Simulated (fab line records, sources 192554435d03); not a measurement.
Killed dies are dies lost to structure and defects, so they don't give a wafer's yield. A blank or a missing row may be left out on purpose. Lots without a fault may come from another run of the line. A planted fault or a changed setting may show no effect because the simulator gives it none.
Chamber matching | flow n5_finfet | N5_BEOL_M10_ETCH_65 on rie_diel-01: 4 sister chambers
The step etches SiARC in CF4, target depth 39 nm, time 65 s. 4 wafers are shown with their chamber, then 7 later ones without.

WAFERS WITH THEIR CHAMBER
wafer  | chamber | throttle_valve_pct (%)
L086.4 | 3       | 16.08
L086.6 | 0       | 15.32
L089.2 | 1       | 15.84
L089.4 | 2       | 15.32

WAFERS WITHOUT THEIR CHAMBER
wafer  | throttle_valve_pct (%)
L089.5 | 15.85
L090.1 | 15.35
L090.2 | 15.36
L090.3 | 16.09
L092.1 | 15.36
L092.3 | 15.36
L092.4 | 15.87

WHICH CHAMBER EACH WENT THROUGH
wafer  | from the rows above     | in truth
L089.5 | 1                       | 1
L090.1 | can't be placed: 0 or 2 | 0
L090.2 | can't be placed: 0 or 2 | 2
L090.3 | 3                       | 3
L092.1 | can't be placed: 0 or 2 | 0
L092.3 | can't be placed: 0 or 2 | 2
L092.4 | 1                       | 1
Placed correctly: 3 of 7. Can't be placed from these rows: 4 (the true chamber is among the candidates in 4). Placed wrongly: 0.
How it was worked out, from the rows above alone: a wafer's distance from a chamber is the root of the sum, over the readings, of the square of ((its reading less the chamber's mean) divided by the reading's scatter). The wafer belongs to the nearest chamber; if the next one is less than 2 further off, it can't be placed. A chamber's mean is the mean of its shown wafers. The scatter: with one shown wafer a chamber, the root of the mean of the squares of how far each hidden wafer lies from its nearest shown one.
